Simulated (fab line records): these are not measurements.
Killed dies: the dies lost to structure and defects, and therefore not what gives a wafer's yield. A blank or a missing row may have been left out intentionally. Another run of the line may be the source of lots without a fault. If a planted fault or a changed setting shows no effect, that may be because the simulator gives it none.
Code-filled problem report in 8D (eight disciplines) form :: flow nandHarc :: the parts of the form that need people (team, actions taken, sign-off) are left out

== 1. THE PROBLEM ==
killedAtPeriphery at NHARC_END_SORT_01 reads a mean of 644.5 on 2 wafers of 2 lots; wafers without a fault read 3.2 with a standard deviation of 2.3. So: +99 or more standard deviations from the usual mean.
The first sign was on wafer L688.1 at day 23 02:52, on prober-01. The record holds 12 wafers of 4 lots with a number at this step. By rule, "out" or "out of limits" means more than 4 standard deviations away from the usual mean. All remaining wafers that have a number are taken as sound.

== 2. WHAT THIS IS AND IS NOT ==
question: which readings at this step
is: killedAtPeriphery, defectLimitedYield, killedDies, sort_bin_2_pct, sortNPass, sortRimYieldPct, sortYieldPct
is not: killedAtArray, killedAtOther, killedOpen, killedShort, sort_bin_3_pct, sort_bin_4_pct

question: which lots
is: L688, L691
is not: L681, L683

question: which wafers of those lots
is: L688.1, L691.5
is not: L688.3, L688.6, L691.2, L691.4

question: read on which gauges
is: prober-01, prober-02
is not: -

question: when
is: from day 23 02:52
is not: up to then (6 sound wafers); but 4 sound wafers of L688, L691 came after

== 3. SUSPECTS, AND WHAT RULES EACH OUT ==
Counting: if a tool at a process step up to the reading ran every lot that is out, it stays a suspect. Sound lots after the first of them don't rule it out here, since some wafers of a struck lot are sound.
- the gauge at NHARC_END_SORT_01: ruled out. The wafers that are out were read on 2 gauges (prober-01, prober-02).
- ecdCu-02 at NHARC_P_BONDPAD_ECD_18 (material Cu, target thk 400 nm): kept. It ran every lot that is out, first L688 (day 10 14:38); its last sound lot up to then is L683 (day 9 04:03).
Left after counting: ecdCu-02 at NHARC_P_BONDPAD_ECD_18.

== 4. THE CAUSE (what the simulator had put in) ==
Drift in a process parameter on ecdCu-02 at NHARC_P_BONDPAD_ECD_18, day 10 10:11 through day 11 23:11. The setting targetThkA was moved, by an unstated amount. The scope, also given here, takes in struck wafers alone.
After counting, this tool was the only one left.

== 5. THE CHAIN OF EFFECTS, in route order ==
Each row: a reading whose mean over the struck wafers that have a number lies more than 3 standard deviations from the usual. Scope: only readings with a usual standard deviation given in the record; hours: median across lots of the time from each lot's start at the first step in this table that gives one to its start at this step; sigmas: change in usual standard deviations.
hours: 0
step: NHARC_END_SORT_01
reading: defectLimitedYield
usual: 95.6 %
on struck wafers: 0.0
change: -95.6
sigmas: -68

hours: 0
step: NHARC_END_SORT_01
reading: killedAtPeriphery
usual: 3.2
on struck wafers: 644.5
change: +641.3
sigmas: +99 or more

hours: 0
step: NHARC_END_SORT_01
reading: killedDies
usual: 30
on struck wafers: 677
change: +647
sigmas: +71

hours: 0
step: NHARC_END_SORT_01
reading: sort_bin_2_pct
usual: 1.4 %
on struck wafers: 96.8
change: +95.3
sigmas: +99 or more

hours: 0
step: NHARC_END_SORT_01
reading: sortNPass
usual: 647
on struck wafers: 0
change: -647
sigmas: -71

hours: 0
step: NHARC_END_SORT_01
reading: sortRimYieldPct
usual: 95.4 %
on struck wafers: 0.0
change: -95.4
sigmas: -32

hours: 0
step: NHARC_END_SORT_01
reading: sortYieldPct
usual: 95.6 %
on struck wafers: 0.0
change: -95.6
sigmas: -68

== 6. WHAT WOULD HAVE CAUGHT IT SOONER ==
Counted from the fault's start at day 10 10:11, it took 305 hours until the first out-of-limits reading at a measuring or inspecting step in this record, taken at day 23 02:52.
The start of NHARC_P_BONDPAD_ECD_18 on ecdCu-02 came by day 23 02:52 for every one of the lots that are out (2). A hold on the tool at that time would have spared none of them.
